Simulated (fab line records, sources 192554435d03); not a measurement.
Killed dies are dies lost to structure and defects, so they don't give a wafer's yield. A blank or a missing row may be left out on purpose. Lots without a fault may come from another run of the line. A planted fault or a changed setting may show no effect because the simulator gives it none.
Chamber matching | flow n5_finfet | N5_SPACER0_ALD_00 on ald_sin-04: 4 sister chambers
The step deposits SiOCN, target thk 3.5 nm, pulse time 3 s, purge time 2 s. 4 wafers are shown with their chamber, then 10 later ones without.

WAFERS WITH THEIR CHAMBER
wafer  | chamber | heater_power_w (W)
L081.5 | 1       | 861
L088.3 | 0       | 734
L092.3 | 3       | 939
L092.4 | 2       | 759

WAFERS WITHOUT THEIR CHAMBER
wafer  | heater_power_w (W)
L092.6 | 923
L095.1 | 873
L095.3 | 939
L095.5 | 760
L097.1 | 858
L097.2 | 953
L097.3 | 754
L097.4 | 759
L097.5 | 932
L097.6 | 892

WHICH CHAMBER EACH WENT THROUGH
wafer  | from the rows above     | in truth
L092.6 | 3                       | 3
L095.1 | 1                       | 1
L095.3 | 3                       | 3
L095.5 | can't be placed: 2 or 0 | 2
L097.1 | 1                       | 1
L097.2 | 3                       | 3
L097.3 | can't be placed: 2 or 0 | 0
L097.4 | can't be placed: 2 or 0 | 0
L097.5 | 3                       | 3
L097.6 | can't be placed: 1 or 3 | 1
Placed correctly: 6 of 10. Can't be placed from these rows: 4 (the true chamber is among the candidates in 4). Placed wrongly: 0.
How it was worked out, from the rows above alone: a wafer's distance from a chamber is the root of the sum, over the readings, of the square of ((its reading less the chamber's mean) divided by the reading's scatter). The wafer belongs to the nearest chamber; if the next one is less than 2 further off, it can't be placed. A chamber's mean is the mean of its shown wafers. The scatter: with one shown wafer a chamber, the root of the mean of the squares of how far each hidden wafer lies from its nearest shown one.
